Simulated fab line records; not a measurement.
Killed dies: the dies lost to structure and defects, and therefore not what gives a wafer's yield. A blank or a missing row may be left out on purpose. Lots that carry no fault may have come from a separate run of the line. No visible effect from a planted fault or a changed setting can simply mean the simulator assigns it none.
Which of the tools did it? | flow nandHarc | 72 wafers from 24 lots sampled at 6 of the route's 1302 steps

WHAT EACH GAUGE READ, for each wafer
NHARC_A_CONTACT_CD_MEAS_80. Usual: cdNm 289.6 nm, standard deviation 0.88.
lot  | measured     | on       | cdNm (nm)         | flag
L074 | day 21 17:55 | cdSem-03 | 288.5 289.3 289.0 | 
L075 | day 22 18:23 | cdSem-02 | 291.1 291.0 290.6 | 
L077 | day 22 23:25 | cdSem-01 | 290.2 289.4 290.4 | 
L076 | day 23 04:26 | cdSem-01 | 289.2 289.0 288.7 | 
L078 | day 23 18:00 | cdSem-02 | 290.0 291.0 290.1 | 
L079 | day 24 08:47 | cdSem-03 | 289.6 290.0 291.0 | 
L081 | day 24 14:05 | cdSem-01 | 290.2 290.2 289.5 | 
L080 | day 24 21:07 | cdSem-03 | 287.9 288.6 288.0 | 
L083 | day 25 05:25 | cdSem-01 | 288.0 289.0 289.6 | 
L082 | day 25 08:49 | cdSem-02 | 289.7 290.8 289.8 | 
L084 | day 26 01:18 | cdSem-01 | 288.6 287.8 288.0 | 
L085 | day 26 05:42 | cdSem-01 | 289.4 289.3 289.8 | 
L086 | day 27 07:15 | cdSem-03 | 289.6 290.2 290.0 | 
L087 | day 27 15:37 | cdSem-02 | 289.0 289.6 288.4 | 
L089 | day 28 06:34 | cdSem-03 | 287.4 288.0 288.1 | 
L088 | day 28 11:24 | cdSem-01 | 289.6 287.9 288.4 | 
L090 | day 28 16:22 | cdSem-01 | 289.9 290.1 291.0 | 
L091 | day 28 17:28 | cdSem-03 | 289.9 289.5 289.3 | 
L092 | day 30 09:54 | cdSem-01 | 289.6 289.8 289.1 | 
L093 | day 30 16:53 | cdSem-03 | 290.3 290.1 289.9 | 
L094 | day 30 18:59 | cdSem-01 | 289.8 289.8 289.5 | 
L095 | day 31 01:26 | cdSem-01 | 290.0 290.3 290.2 | 
L096 | day 31 22:43 | cdSem-02 | 291.0 289.9 290.8 | 
L097 | day 32 01:55 | cdSem-02 | 289.9 290.2 290.0 | 

NHARC_A_CONTACT_CD_MEAS_15. Usual: cdNm 190.0 nm, standard deviation 0.58.
lot  | measured     | on       | cdNm (nm)         | flag
L074 | day 22 01:17 | cdSem-01 | 190.2 189.8 189.9 | 
L075 | day 23 05:18 | cdSem-03 | 190.4 190.2 190.3 | 
L077 | day 23 06:23 | cdSem-02 | 190.8 190.9 191.0 | 
L076 | day 23 12:29 | cdSem-03 | 189.8 190.2 190.4 | 
L078 | day 24 00:54 | cdSem-01 | 190.4 189.9 189.6 | 
L079 | day 24 20:16 | cdSem-01 | 190.6 190.9 190.5 | 
L081 | day 25 02:27 | cdSem-01 | 189.4 189.5 189.8 | 
L080 | day 25 07:15 | cdSem-01 | 189.6 189.2 189.1 | 
L083 | day 25 13:48 | cdSem-02 | 189.7 189.7 189.2 | 
L082 | day 25 17:37 | cdSem-03 | 190.0 190.1 190.0 | 
L084 | day 26 08:34 | cdSem-02 | 190.7 189.0 189.3 | 
L085 | day 26 12:35 | cdSem-02 | 189.5 190.0 189.8 | 
L086 | day 27 16:38 | cdSem-01 | 189.9 188.7 189.4 | 
L087 | day 27 22:29 | cdSem-02 | 190.3 191.0 190.9 | 
L089 | day 28 16:42 | cdSem-02 | 189.5 190.2 190.4 | 
L088 | day 28 18:25 | cdSem-02 | 190.9 190.1 189.4 | 
L090 | day 29 00:44 | cdSem-02 | 191.0 190.9 190.4 | 
L091 | day 29 04:11 | cdSem-03 | 189.4 189.9 188.8 | 
L092 | day 30 16:56 | cdSem-01 | 190.0 189.8 190.0 | 
L093 | day 31 01:33 | cdSem-02 | 189.9 189.8 189.9 | 
L094 | day 31 02:07 | cdSem-02 | 190.3 190.2 189.8 | 
L095 | day 31 10:07 | cdSem-01 | 190.3 190.2 189.6 | 
L096 | day 32 05:47 | cdSem-01 | 189.5 189.9 189.7 | 
L097 | day 32 08:52 | cdSem-02 | 190.1 190.2 189.6 | 

TOOL THAT RAN EACH LOT (tool first, then ch and the chambers of the sampled wafers, then the start)
lot  | NHARC_A_CONTACT_ETCH_78                      | NHARC_A_CONTACT_ETCH_124           | NHARC_A_CONTACT_ETCH_133           | NHARC_A_CONTACT_ETCH_98
L074 | rieDiel-09 ch 0,1,3, day 21 15:18 or earlier | harCapEtch-03 ch 0,1, day 21 15:18 | harCapEtch-03 ch 0,1, day 21 16:55 | rieDiel-11 ch 0,2,3, day 22 01:17 or earlier
L075 | rieDiel-02 ch 0,1,2, day 22 15:44 or earlier | harCapEtch-02 ch 0,1, day 22 15:44 | harCapEtch-02 ch 0,1, day 22 17:21 | rieDiel-02 ch 0,2, day 23 05:18 or earlier
L077 | rieDiel-09 ch 0,1,3, day 22 20:48 or earlier | harCapEtch-01 ch 0,1, day 22 20:48 | harCapEtch-01 ch 0,1, day 22 22:25 | rieDiel-02 ch 0,1,2, day 23 06:23 or earlier
L076 | rieDiel-09 ch 0,2,3, day 23 01:47 or earlier | harCapEtch-03 ch 0,1, day 23 01:47 | harCapEtch-03 ch 0,1, day 23 03:23 | rieDiel-09 ch 1,3, day 23 12:29 or earlier
L078 | rieDiel-09 ch 1,2,3, day 23 15:26 or earlier | harCapEtch-03 ch 0,1, day 23 15:26 | harCapEtch-03 ch 0,1, day 23 17:08 | rieDiel-09 ch 0,1,2, day 24 00:54 or earlier
L079 | rieDiel-02 ch 1,2, day 24 06:10 or earlier   | harCapEtch-02 ch 0,1, day 24 06:10 | harCapEtch-02 ch 0,1, day 24 07:49 | rieDiel-09 ch 0,1, day 24 20:16 or earlier
L081 | rieDiel-09 ch 1,2,3, day 24 10:53 or earlier | harCapEtch-03 ch 0,1, day 24 10:53 | harCapEtch-03 ch 0,1, day 24 13:08 | rieDiel-09 ch 0,1,3, day 25 02:22
L080 | rieDiel-11 ch 0,2, day 24 18:15 or earlier   | harCapEtch-03 ch 0,1, day 24 18:15 | harCapEtch-03 ch 0,1, day 24 19:52 | rieDiel-09 ch 0,1,3, day 25 07:10
L083 | rieDiel-09 ch 0,1, day 25 02:46 or earlier   | harCapEtch-01 ch 0,1, day 25 02:46 | harCapEtch-01 ch 0,1, day 25 04:28 | rieDiel-02 ch 1,2,3, day 25 13:48 or earlier
L082 | rieDiel-09 ch 0,1,3, day 25 06:13 or earlier | harCapEtch-02 ch 0,1, day 25 06:13 | harCapEtch-02 ch 0,1, day 25 07:54 | rieDiel-09 ch 1,2, day 25 17:37 or earlier
L084 | rieDiel-11 ch 0,2,3, day 25 22:45 or earlier | harCapEtch-03 ch 0,1, day 25 22:45 | harCapEtch-03 ch 0,1, day 26 00:26 | rieDiel-09 ch 1,2, day 26 08:34 or earlier
L085 | rieDiel-02 ch 1,2, day 26 02:25 or earlier   | harCapEtch-02 ch 0,1, day 26 02:25 | harCapEtch-02 ch 0,1, day 26 04:33 | rieDiel-09 ch 0,2,3, day 26 12:35 or earlier
L086 | rieDiel-02 ch 0,2, day 27 04:40 or earlier   | harCapEtch-03 ch 0,1, day 27 04:40 | harCapEtch-03 ch 0,1, day 27 06:19 | rieDiel-09 ch 0,3, day 27 16:38 or earlier
L087 | rieDiel-09 ch 1,2,3, day 27 13:01 or earlier | harCapEtch-02 ch 0, day 27 13:01   | harCapEtch-02 ch 0, day 27 14:40   | rieDiel-11 ch 1,3, day 27 22:29 or earlier
L089 | rieDiel-09 ch 0,1,2, day 28 03:56 or earlier | harCapEtch-01 ch 0,1, day 28 03:56 | harCapEtch-01 ch 0,1, day 28 05:33 | rieDiel-09 ch 2,3, day 28 16:42 or earlier
L088 | rieDiel-09 ch 1,2,3, day 28 08:47 or earlier | harCapEtch-02 ch 0,1, day 28 08:47 | harCapEtch-02 ch 0,1, day 28 10:23 | rieDiel-09 ch 1,2,3, day 28 18:25 or earlier
L090 | rieDiel-09 ch 0,1,3, day 28 13:28 or earlier | harCapEtch-03 ch 0,1, day 28 13:28 | harCapEtch-03 ch 0,1, day 28 15:08 | rieDiel-09 ch 0,1, day 29 00:44 or earlier
L091 | rieDiel-11 ch 0,2, day 28 14:43 or earlier   | harCapEtch-01 ch 0,1, day 28 14:43 | harCapEtch-01 ch 0,1, day 28 16:20 | rieDiel-02 ch 0,3, day 29 04:05
L092 | rieDiel-09 ch 1,2,3, day 30 07:17 or earlier | harCapEtch-03 ch 0,1, day 30 07:17 | harCapEtch-03 ch 0,1, day 30 08:53 | rieDiel-02 ch 0,1, day 30 16:56 or earlier
L093 | rieDiel-09 ch 0,2, day 30 11:44 or earlier   | harCapEtch-02 ch 0,1, day 30 11:44 | harCapEtch-02 ch 0,1, day 30 15:26 | rieDiel-02 ch 0,1,3, day 31 01:33 or earlier
L094 | rieDiel-02 ch 0,2, day 30 16:25 or earlier   | harCapEtch-01 ch 0,1, day 30 16:25 | harCapEtch-01 ch 0,1, day 30 18:07 | rieDiel-11 ch 2,3, day 31 02:07 or earlier
L095 | rieDiel-09 ch 0,1,3, day 30 22:49 or earlier | harCapEtch-03 ch 0,1, day 30 22:49 | harCapEtch-03 ch 0,1, day 31 00:26 | rieDiel-02 ch 1,3, day 31 10:02
L096 | rieDiel-09 ch 2,3, day 31 20:04 or earlier   | harCapEtch-01 ch 0,1, day 31 20:04 | harCapEtch-01 ch 0,1, day 31 21:43 | rieDiel-09 ch 0,1,2, day 32 05:47 or earlier
L097 | rieDiel-09 ch 2,3, day 31 23:18 or earlier   | harCapEtch-03 ch 0,1, day 31 23:18 | harCapEtch-03 ch 0,1, day 32 00:55 | rieDiel-09 ch 0,1,3, day 32 08:52 or earlier
- NHARC_A_CONTACT_ETCH_78: etches the open film in O2/COS, target depth 5300 nm, time 1378 s.
- NHARC_A_CONTACT_ETCH_124: etches the open film in C4F8/O2/Ar, time 140 s, target depth 700 nm.
- NHARC_A_CONTACT_ETCH_133: etches the open film in C4F8/O2/Ar, time 374 s, target depth 1610 nm.
- NHARC_A_CONTACT_ETCH_98: etches the open film in C4F6/O2, target depth 20 nm, time 10 s.

WHAT THE TOOLS THEMSELVES READ (means of the sampled wafers that have a number; where no wafer has one, the mark that the record gives instead)
NHARC_A_CONTACT_ETCH_78. Usual: drypumpMotorCurrentA 5.6 A, standard deviation 0.44; oesProductAu 1.002 a.u., standard deviation 0.011; rfVppV 313.4 V, standard deviation 2.3; showerheadPlenumPTorr 3.07 Torr, standard deviation 0.14; throttleValvePct 28.329 %, standard deviation 0.0094.
lot  | tool       | drypumpMotorCurrentA (A) | oesProductAu (a.u.) | rfVppV (V) | showerheadPlenumPTorr (Torr) | throttleValvePct (%) | flag
L074 | rieDiel-09 | 5.6                      | 1.010               | 314.4      | 3.13                         | 28.332               | 
L075 | rieDiel-02 | 5.9                      | 0.996               | 313.3      | 3.12                         | 28.331               | 
L077 | rieDiel-09 | 5.6                      | 1.006               | 314.6      | 3.13                         | 28.336               | 
L076 | rieDiel-09 | 5.5                      | 0.998               | 313.4      | 3.04                         | 28.321               | 
L078 | rieDiel-09 | 5.5                      | 1.001               | 314.5      | 3.12                         | 28.329               | 
L079 | rieDiel-02 | 6.3                      | 0.999               | 313.7      | 3.09                         | 28.329               | 
L081 | rieDiel-09 | 5.5                      | 0.999               | 315.0      | 3.12                         | 28.327               | 
L080 | rieDiel-11 | 5.9                      | 0.993               | 314.0      | 3.10                         | 28.325               | 
L083 | rieDiel-09 | 5.3                      | 1.012               | 312.4      | 2.99                         | 28.335               | 
L082 | rieDiel-09 | 5.6                      | 1.000               | 313.6      | 3.12                         | 28.337               | 
L084 | rieDiel-11 | 6.0                      | 0.991               | 312.4      | 3.02                         | 28.341               | 
L085 | rieDiel-02 | 6.3                      | 1.010               | 313.6      | 3.09                         | 28.339               | 
L086 | rieDiel-02 | 5.9                      | 1.017               | 313.4      | 3.07                         | 28.340               | 
L087 | rieDiel-09 | 5.5                      | 1.006               | 314.4      | 3.12                         | 28.325               | 
L089 | rieDiel-09 | 5.3                      | 0.999               | 312.6      | 2.99                         | 28.325               | 
L088 | rieDiel-09 | 5.5                      | 0.992               | 313.8      | 3.12                         | 28.332               | 
L090 | rieDiel-09 | 5.6                      | 0.996               | 313.8      | 3.12                         | 28.328               | 
L091 | rieDiel-11 | 6.2                      | 1.001               | 313.0      | 3.03                         | 28.324               | 
L092 | rieDiel-09 | 5.5                      | 1.007               | 313.3      | 3.11                         | 28.326               | 
L093 | rieDiel-09 | 5.2                      | 1.000               | 311.0      | 2.89                         | 28.330               | 
L094 | rieDiel-02 | 5.6                      | 1.014               | 313.5      | 3.08                         | 28.319               | 
L095 | rieDiel-09 | 5.6                      | 1.006               | 315.0      | 3.11                         | 28.320               | 
L096 | rieDiel-09 | 5.7                      | 1.005               | 314.1      | 3.15                         | 28.336               | 
L097 | rieDiel-09 | 5.4                      | 1.002               | 312.5      | 3.02                         | 28.327               | 

NHARC_A_CONTACT_ETCH_98. Usual: drypumpMotorCurrentA 5.6 A, standard deviation 0.45; oesProductAu 0.960 a.u., standard deviation 0.024; rfVppV 546 V, standard deviation 3.7; showerheadPlenumPTorr 3.87 Torr, standard deviation 0.17; throttleValvePct 26.903 %, standard deviation 0.0092.
lot  | tool       | drypumpMotorCurrentA (A) | oesProductAu (a.u.) | rfVppV (V) | showerheadPlenumPTorr (Torr) | throttleValvePct (%) | flag
L074 | rieDiel-11 | 6.1                      | 0.937               | 545        | 3.81                         | 26.902               | 
L075 | rieDiel-02 | 5.5                      | 0.966               | 547        | 3.90                         | 26.901               | 
L077 | rieDiel-02 | 6.0                      | 0.949               | 547        | 3.92                         | 26.903               | 
L076 | rieDiel-09 | 5.8                      | 0.950               | 551        | 4.09                         | 26.892               | 
L078 | rieDiel-09 | 5.3                      | 0.950               | 543        | 3.77                         | 26.906               | 
L079 | rieDiel-09 | 5.4                      | 0.951               | 546        | 3.87                         | 26.916               | 
L081 | rieDiel-09 | 5.6                      | 0.968               | 546        | 3.93                         | 26.902               | 
L080 | rieDiel-09 | 5.6                      | 0.945               | 547        | 3.93                         | 26.906               | 
L083 | rieDiel-02 | 6.0                      | 1.003               | 547        | 3.88                         | 26.904               | 
L082 | rieDiel-09 | 5.2                      | 0.974               | 545        | 3.76                         | 26.908               | 
L084 | rieDiel-09 | 5.3                      | 0.948               | 546        | 3.87                         | 26.908               | 
L085 | rieDiel-09 | 5.5                      | 0.943               | 545        | 3.81                         | 26.903               | 
L086 | rieDiel-09 | 5.5                      | 0.936               | 544        | 3.82                         | 26.906               | 
L087 | rieDiel-11 | 5.8                      | 0.950               | 548        | 4.01                         | 26.904               | 
L089 | rieDiel-09 | 5.4                      | 0.952               | 544        | 3.81                         | 26.900               | 
L088 | rieDiel-09 | 5.5                      | 0.945               | 546        | 3.91                         | 26.903               | 
L090 | rieDiel-09 | 5.3                      | 0.943               | 544        | 3.76                         | 26.902               | 
L091 | rieDiel-02 | 5.2                      | 0.968               | 545        | 3.83                         | 26.903               | 
L092 | rieDiel-02 | 5.9                      | 0.968               | 547        | 3.93                         | 26.908               | 
L093 | rieDiel-02 | 5.6                      | 1.009               | 546        | 3.88                         | 26.902               | 
L094 | rieDiel-11 | 5.9                      | 1.003               | 550        | 4.12                         | 26.902               | 
L095 | rieDiel-02 | 5.6                      | 0.954               | 544        | 3.84                         | 26.906               | 
L096 | rieDiel-09 | 5.3                      | 0.979               | 544        | 3.75                         | 26.908               | 
L097 | rieDiel-09 | 5.6                      | 0.956               | 547        | 3.91                         | 26.897               | 

THE ANSWER, worked out from the rows above alone
Rule: a lot is off if the mean of its wafers that have a number lies more than 3 standard deviations from the usual mean. A lot without any number at a reading at which 4 lots or more have one is off too. Any other lot the step has rows for is counted as sound. Order of review: gauges by route order, followed by the tools' own readings, for which a lot's mean as printed above is used. At the first step where some lot is off, the reading lying furthest off is the one used; lots without a number count as furthest.
None of the lots is off at any reading shown; this tells nothing.

WHAT HAD BEEN PUT IN BY THE SIMULATOR
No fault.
